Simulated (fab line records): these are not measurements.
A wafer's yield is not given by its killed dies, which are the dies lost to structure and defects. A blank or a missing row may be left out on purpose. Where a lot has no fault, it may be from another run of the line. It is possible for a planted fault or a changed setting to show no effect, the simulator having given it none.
fab line records | flow nand_harc | part 2 of 2: steps 5 to 6 of 6
record: lots: 22 wafers: 66 last_day: 25
route steps=1159 shown A_CHANNEL_HOLE_D1@478 A_CHANNEL_FILL_D1@492 A_STAIRCASE@531
lots that met no fault: taken from a fault-free run of the same line
start_h: start of the lot's first displayed wafer, in hours after the record's first day | wait_h: hours from the lot's prior step to this one | " repeats the value in the row above | L1.1+2: a single row standing in for several wafers | - no value, or no start was given | * or withheld: withheld | < > ~ a bound
route shown NAME@n: a module of which the file shows steps, and the number in the route of the first | usual: mean/standard deviation taken from wafers without a fault | same: alike in all rows | chamber/n: place in a boat | sites: readings site by site | _std_site: standard deviation of those values | _edge_site: the outer-site mean with the inner-site mean subtracted | radius_mm: how far each site lies from the wafer's centre | mask NAME#n: copy n | behind: the most recent tool/chamber to have shaped the wafer | hold: the reason the lot was held/the length of the hold in hours/how it ended | device: the n, p or np transistor that did not switch | end of line: the tests these same wafers got at the end of their route | a step with no rows: only its recipe | killed: at the first sort, the dies lost to defects and structure; wafer yield is something else | map: the dies of a wafer, with x for killed, . for not killed, _ for no die there
set.NAME: the setting that was run; set.NAME@STEP: the one run at that earlier step | model.NAME: the simulator's own value behind a step, which no gauge read
the route's steps for a sample of lots (tables are steps, rows are wafers)
services: from which hour (start_h, from the record's first day; less than 0 if before it) a tool's chamber was out of use, for how many hours, and why
== steps ==
step: NHARC_A_CHANNEL_FILL_D1_CMP_10
recipe: target_thk_nm: 150
usual: motor_current_A: 12.0/1.1 retaining_ring_pressure_frac: 1.000/0.0048 time_to_endpoint_s: 15.3/2.3
columns lot.wafer tool chamber start_h wait_h motor_current_A retaining_ring_pressure_frac time_to_endpoint_s
L074.3 cmp-03 1 234.22 0.4 11.5 0.996 14.6
L074.4 " 2 " " 12.4 1.008 13.9
L074.5 " 1 " " 11.3 0.999 15.7
L076.3 cmp-01 3 241.87 0.4 13.0 0.991 13.6
L076.2 " 2 " " 12.2 0.998 12.4
L076.6 " 0 " " 11.4 1.000 11.9
L075.2 cmp-03 0 241.89 0.4 12.7 0.989 13.8
L075.4 " 2 " " 12.5 0.995 15.1
L075.5 " 3 " " 13.5 1.002 17.2
L077.4 cmp-01 2 247.86 0.4 11.9 0.991 9.4
L077.1 " 0 " " 11.3 0.990 10.9
L077.5 " 2 " " 12.9 0.997 11.2
L079.1 cmp-04 3 247.89 0.4 10.7 1.003 17.1
L079.4 " 0 " " 13.8 0.998 12.8
L079.5 " 2 " " 11.8 1.005 13.9
L078.3 cmp-04 1 254.28 0.4 10.5 0.992 13.6
L078.1 " 2 " " 11.7 1.007 14.1
L078.4 " 0 " " 14.5 1.007 11.5
L080.2 cmp-03 0 263.42 0.4 12.6 0.995 14.5
L080.6 " 1 " " 11.7 1.003 16.3
L080.5 " 2 " " 11.2 1.003 17.6
L081.4 cmp-04 0 275.14 0.4 14.4 1.001 11.6
L081.2 " 1 " " 10.6 1.000 17.2
L081.6 " 1 " " 10.5 0.998 15.0
L084.4 cmp-04 1 283.37 0.4 10.8 1.000 19.5
L084.1 " 2 " " 12.1 0.999 17.4
L084.3 " 3 " " 11.2 0.998 19.9
L082.1 cmp-03 1 283.39 0.4 11.7 1.004 18.5
L082.2 " 2 " " 11.5 1.004 15.6
L082.6 " 0 " " 12.0 1.005 16.2
L083.4 cmp-03 0 290.26 0.4 13.3 0.992 15.7
L083.3 " 1 " " 11.7 0.996 20.3
L083.5 " 0 " " 12.6 1.006 16.4
L086.3 cmp-03 0 303.65 0.4 12.0 0.997 14.0
L086.2 " 3 " " 13.6 1.003 15.5
L086.5 " 1 " " 11.2 0.996 16.8
L087.4 cmp-03 2 308.65 0.4 12.3 1.002 15.0
L087.2 " 3 " " 13.0 1.000 16.8
L087.5 " 3 " " 13.7 1.005 16.4
L085.1 cmp-04 1 315.54 0.4 11.0 1.001 11.6
L085.3 " 3 " " 11.6 0.995 16.2
L085.2 " 0 " " 13.1 1.000 11.0
L089.3 cmp-03 2 322.51 0.4 11.8 1.004 14.9
L089.5 " 2 " " 12.0 0.994 15.3
L089.6 " 3 " " 13.8 1.003 13.7
L091.4 cmp-04 0 328.24 0.4 13.6 1.000 13.8
L091.3 " 1 " " 10.6 1.001 13.1
L091.5 " 0 " " 13.1 1.006 11.6
L093.1 cmp-03 1 342.78 0.4 12.1 1.002 16.8
L093.3 " 3 " " 13.4 1.007 15.1
L093.5 " 2 " " 12.6 1.005 15.8
L092.3 cmp-01 3 342.81 0.4 12.6 1.005 16.7
L092.5 " 2 " " 12.6 0.996 14.7
L092.6 " 3 " " 12.7 0.998 15.1
L094.3 cmp-01 3 348.78 0.4 12.5 0.992 17.2
L094.1 " 1 " " 9.5 1.001 18.6
L094.6 " 0 " " 10.7 0.996 19.1
L097.1 cmp-04 0 363.53 0.4 14.6 0.995 13.8
L097.2 " 1 " " 10.6 1.008 16.7
L097.6 " 3 " " 10.8 0.999 20.0
L095.3 cmp-04 3 370.45 0.4 11.0 0.995 18.3
L095.1 " 2 " " 11.9 1.002 15.9
L095.5 " 0 " " 13.4 1.000 14.1
L096.2 cmp-03 1 376.28 0.4 12.4 0.995 16.4
L096.4 " 2 " " 11.9 1.007 18.0
L096.5 " 2 " " 12.2 1.007 17.7
step: NHARC_A_STAIRCASE_ETCH_169
recipe: target_depth_a: 500 time_s: 107.1 ion_energy_ev: 120 ch3f_flow_sccm: 50 o2_flow_sccm: 30 ar_flow_sccm: 200 rf_w: 500 bias_w: 100 chemistry: CH3F/O2
usual: ch3f_flow_sccm: 50.00/0.15 drypump_motor_current_A: 5.71/0.2 oes_product_au: 0.946/0.021 rf_vpp_V: 244.0/1.8 showerhead_plenum_p_Torr: 2.44/0.12 throttle_valve_pct: 20.664/0.0094
columns lot.wafer tool chamber start_h wait_h ch3f_flow_sccm drypump_motor_current_A oes_product_au rf_hours_counter_h rf_vpp_V showerhead_plenum_p_Torr throttle_valve_pct
L074.3 rie_diel-04 0 236.52 0.1 50.14 5.74 0.984 42 244.4 2.53 20.641
L074.4 " 1 " " 50.02 5.47 0.964 44 242.9 2.43 20.664
L074.5 " 0 " " 50.19 5.75 0.991 - 244.3 2.53 20.662
L076.3 rie_diel-04 2 243.72 0.1 49.85 5.63 0.924 47 247.4 2.64 20.663
L076.2 " 0 " " 50.20 5.69 0.948 43 245.8 2.53 20.675
L076.6 " 3 " " 49.99 5.98 0.921 - 244.9 2.55 20.663
L075.4 rie_diel-04 0 243.88 0.1 50.20 5.74 0.944 44 245.6 2.53 20.668
L075.2 " 3 " " 50.05 5.97 0.939 45 244.7 2.55 20.664
L075.5 " 0 " " 49.96 5.72 0.946 - 245.5 2.53 20.660
L077.4 rie_diel-05 3 249.60 0.1 50.08 5.81 0.989 31 245.2 2.65 20.661
L077.1 " 2 " " 49.93 5.36 0.960 28 245.5 2.44 20.659
L077.5 " 3 " " 50.11 5.81 0.984 - 246.7 2.65 20.665
L079.1 rie_diel-05 2 249.87 0.1 49.86 5.35 0.946 28 245.3 2.44 20.670
L079.4 " 0 " " 49.90 5.71 0.976 32 242.2 2.32 20.686
L079.5 " 2 " " 50.01 5.37 0.959 - 245.3 2.44 20.664
L078.1 rie_diel-05 0 256.26 0.1 50.02 5.70 0.935 35 243.5 2.32 20.664
L078.3 " 1 " " 50.29 5.76 0.930 37 241.7 2.34 20.675
L078.4 " 2 " " 50.04 5.35 0.931 31 243.4 2.44 20.653
L080.2 rie_diel-04 2 265.12 0.1 49.94 5.62 0.928 57 247.8 2.64 20.665
L080.5 " 1 " " 49.90 5.45 0.927 - 243.4 2.43 20.669
L080.6 " 2 " " 50.17 5.58 0.923 - 247.8 2.64 20.656
L081.4 rie_diel-05 0 276.81 0.1 49.84 5.69 0.970 43 241.6 2.31 20.661
L081.2 " 1 " " 50.06 5.74 0.944 45 243.0 2.34 20.657
L081.6 " 3 " " 49.89 5.79 0.983 - 247.0 2.64 20.661
L084.3 rie_diel-04 2 285.12 0.1 49.99 5.62 0.930 62 246.5 2.63 20.668
L084.4 " 3 " " 50.05 6.00 0.928 60 245.9 2.54 20.653
L084.1 " 0 " " 49.89 5.67 0.924 59 245.2 2.53 20.664
L082.1 rie_diel-06 1 285.41 0.2 49.94 6.22 0.962 15 242.4 2.32 20.674
L082.2 " 2 " " 50.14 5.70 0.950 13 242.2 2.32 20.663
L082.6 " 2 " " 50.11 5.70 0.943 - 243.8 2.32 20.664
L083.4 rie_diel-06 0 291.89 0.1 50.02 5.57 0.954 16 240.6 2.29 20.680
L083.3 " 2 " " 49.73 5.68 0.938 15 241.2 2.32 20.675
L083.5 " 0 " " 49.88 5.58 0.950 - 239.4 2.30 20.656
L086.3 rie_diel-05 3 305.81 0.1 50.09 5.79 0.934 54 246.2 2.64 20.686
L086.2 " 2 " " 49.88 5.34 0.936 51 243.9 2.43 20.666
L086.5 " 3 " " 50.17 5.77 0.922 - 246.2 2.64 20.664
L087.2 rie_diel-05 1 310.68 0.1 49.90 5.73 0.910 59 244.8 2.33 20.667
L087.4 " 2 " " 50.19 5.31 0.975 53 244.1 2.43 20.660
L087.5 " 2 " " 50.00 5.34 0.977 - 243.7 2.43 20.663
L085.3 rie_diel-04 1 317.35 0.1 49.80 5.52 0.928 7 243.6 2.42 20.652
L085.2 " 3 " " 49.85 5.99 0.935 8 245.6 2.54 20.659
L085.1 " 0 " " 49.67 5.72 0.937 8 244.9 2.52 20.666
L089.3 rie_diel-04 1 324.25 0.2 49.94 5.49 0.939 10 244.1 2.42 20.677
L089.5 " 3 " " 50.11 5.98 0.934 - 245.7 2.54 20.681
L089.6 " 0 " " 50.34 5.71 0.930 - 245.5 2.52 20.646
L091.3 rie_diel-05 2 330.00 0.1 49.77 5.33 0.917 59 242.6 2.43 20.680
L091.4 " 3 " " 49.95 5.80 0.926 62 245.5 2.63 20.682
L091.5 " 1 " " 49.88 5.74 0.901 - 243.2 2.33 20.671
L093.3 rie_diel-06 1 344.54 0.1 50.00 6.22 0.990 37 241.2 2.31 20.655
L093.1 " 3 " " 50.09 5.75 0.963 35 246.1 2.53 20.675
L093.5 " 2 " " 49.97 5.71 0.970 - 241.3 2.31 20.658
L092.3 rie_diel-06 2 344.74 0.1 49.87 5.69 0.940 37 243.1 2.31 20.662
L092.5 " 3 " " 49.64 5.75 0.952 - 245.9 2.53 20.659
L092.6 " 0 " " 50.12 5.63 0.938 - 240.7 2.29 20.670
L094.1 rie_diel-06 1 350.65 0.1 49.99 6.22 0.956 39 241.6 2.31 20.650
L094.3 " 2 " " 49.93 5.70 0.957 39 241.1 2.31 20.669
L094.6 " 0 " " 50.07 5.58 0.951 - 244.7 2.29 20.648
L097.2 rie_diel-05 3 365.11 0.1 49.94 5.79 0.968 6 245.0 2.63 20.688
L097.1 " 0 " " 49.98 5.70 0.978 7 242.6 2.30 20.653
L097.6 " 0 " " 50.01 5.70 0.975 - 244.2 2.30 20.652
L095.3 rie_diel-06 1 372.08 0.1 50.26 6.22 0.959 46 240.7 2.31 20.668
L095.1 " 0 " " 50.06 5.60 0.940 45 241.4 2.28 20.659
L095.5 " 1 " " 50.07 6.20 0.950 - 242.3 2.31 20.649
L096.4 rie_diel-06 2 378.03 0.1 49.99 5.71 0.968 50 242.0 2.31 20.646
L096.2 " 1 " " 49.96 6.17 0.955 49 243.2 2.31 20.650
L096.5 " 3 " " 49.99 5.78 0.981 - 245.8 2.53 20.670
== services ==
columns tool chamber start_h hours kind
rie_diel-05 - 163.60 9.0 pm
rie_diel-10 - 176.50 9.0 pm
ald_hk-04 - 178.42 0.6 repair
rie_diel-11 - 189.50 9.0 pm
rie_diel-05 2 203.27 8.7 repair
cmp-04 - 204.64 1.0 repair
cmp-03 - 210.48 0.8 repair
ald_hk-03 - 211.35 1.1 repair
rie_diel-11 - 215.80 2.6 repair
rie_diel-10 0 224.04 5.8 repair
cmp-03 - 254.09 4.0 pm
rie_diel-09 - 254.10 9.0 pm
rie_diel-09 0 288.13 14.4 repair
cmp-04 - 290.48 0.5 repair
rie_diel-09 3 301.91 18.4 repair
har_etch-01 - 305.00 17.0 pm
rie_diel-02 - 327.70 9.0 pm
rie_diel-09 - 329.72 0.4 repair
rie_diel-09 0 342.52 5.1 repair
rie_diel-02 1 344.12 2.8 repair
cmp-03 - 352.09 4.0 pm
rie_diel-10 - 353.50 9.0 pm
rie_diel-09 0 372.51 3.0 repair
rie_diel-10 0 372.66 6.3 repair
